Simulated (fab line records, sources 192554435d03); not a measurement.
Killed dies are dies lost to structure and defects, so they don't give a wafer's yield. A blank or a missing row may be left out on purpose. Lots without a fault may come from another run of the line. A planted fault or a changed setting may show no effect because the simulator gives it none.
Split-lot experiment | flow n5_finfet | 7 lots, 21 wafers read, on a route of 1938 steps

THE SPLIT
At N5_WELL_APT_PEB_06 (peb time 90 s), the setting peb_time_s was moved away from the recipe's 90 s on 7 of the 21 wafers read, by -16.9% to +20.7%. The other wafers ran this setting at the recipe's value.

FROM THE SPLIT TO THE READING: what the file shows between them, 2 steps
- N5_WELL_APT_DEVELOP_07: develop time 45 s
- N5_WELL_APT_HARDBAKE_12: time 120 s

THE READING
cd_nm, in nm, at N5_WELL_APT_CD_MEAS_08 (target cd 200 nm). Fault-free wafers of this fab line usually give 200.0 nm, standard deviation 1.4 nm.

wafer  | tool, chamber at the split | peb_time_s as run, s | against the recipe | cd_nm, nm | against lot-mates on the recipe
L075.1 | litho_track-05, 0          | 102.8                | +14.2%             | 206.5     | +6.9
L075.2 | litho_track-05, 0          | 90                   | recipe             | 199.6     | -
L075.4 | litho_track-05, 0          | 102.8                | +14.2%             | 205.9     | +6.3
L086.2 | litho_track-05, 0          | 90                   | recipe             | 201.3     | -
L086.3 | litho_track-05, 0          | 90                   | recipe             | 198.6     | -
L086.4 | litho_track-05, 0          | 90                   | recipe             | 197.9     | -
L087.2 | litho_track-03, 0          | 108.6                | +20.7%             | 206.3     | +7.4
L087.4 | litho_track-03, 0          | 108.6                | +20.7%             | 206.1     | +7.2
L087.5 | litho_track-03, 0          | 90                   | recipe             | 198.9     | -
L090.1 | litho_track-02, 0          | 90                   | recipe             | 199.3     | -
L090.3 | litho_track-02, 0          | 90                   | recipe             | 197.9     | -
L090.4 | litho_track-02, 0          | 90                   | recipe             | 201.4     | -
L091.1 | litho_track-02, 0          | 90                   | recipe             | 202.0     | -
L091.3 | litho_track-02, 0          | 95.24                | +5.8%              | 203.1     | +1.1
L091.5 | litho_track-02, 0          | 95.24                | +5.8%              | 205.1     | +3.1
L092.2 | litho_track-02, 0          | 90                   | recipe             | 199.7     | -
L092.3 | litho_track-02, 0          | 90                   | recipe             | 199.4     | -
L092.5 | litho_track-02, 0          | 90                   | recipe             | 200.1     | -
L093.1 | litho_track-05, 0          | 90                   | recipe             | 197.8     | -
L093.4 | litho_track-05, 0          | 90                   | recipe             | 200.6     | -
L093.5 | litho_track-05, 0          | 74.78                | -16.9%             | 191.3     | -7.9

THE FIT
A straight line over all 21 wafers: cd_nm changes by +0.403 nm for each +1% of peb_time_s; r = +0.91; the points scatter about the line by 1.5 nm.
The same after taking each lot's own level away (the mean of its wafers on the recipe; 21 wafers): +0.405 nm for each +1%; r = +0.95; scatter 1.1 nm.
On that fit, the largest move of peb_time_s shifts the reading by 8.4 nm.
The lots' own levels span 198.90 to 202.00 nm, that is 2.2 times the standard deviation above.
So the lot-to-lot level changes the slope little: the two slopes agree.
Check: with one of the wafers moved furthest among these (+20.7%) left out of the fit, the line predicts +8.6 nm for it against its lot-mates. It came out at +7.4 nm against them.

OTHER SPLITS ON THESE WAFERS
These wafers also went through other splits before the reading. Each is held against what the fit with the lots' levels taken away leaves over:
other split on the same wafers | wafers away from the commonest value | r with cd_nm (lot level and that fit taken away)
N5_WELL_APT_COAT_02 spin_rpm   | 8                                    | +0.36

THE WHOLE CHAIN: every reading that the file lists as answering this split, in the file's order
step                   | what it does             | reading                                                         | change (the file's fit)               | r (the file's)
N5_WELL_APT_CD_MEAS_08 | target cd 200 nm         | cd_nm                                                           | +0.411 nm for each +1% of the setting | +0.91
N5_WELL_APT_DESCUM_13  | chemistry O2, time 7.9 s | WELL_APT.cd_nm (the simulator's own value, which no gauge read) | +0.396 nm for each +1% of the setting | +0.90

THE FILE'S OWN FIT
cd_nm changes by +0.411 nm for each +1% of peb_time_s, r = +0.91.
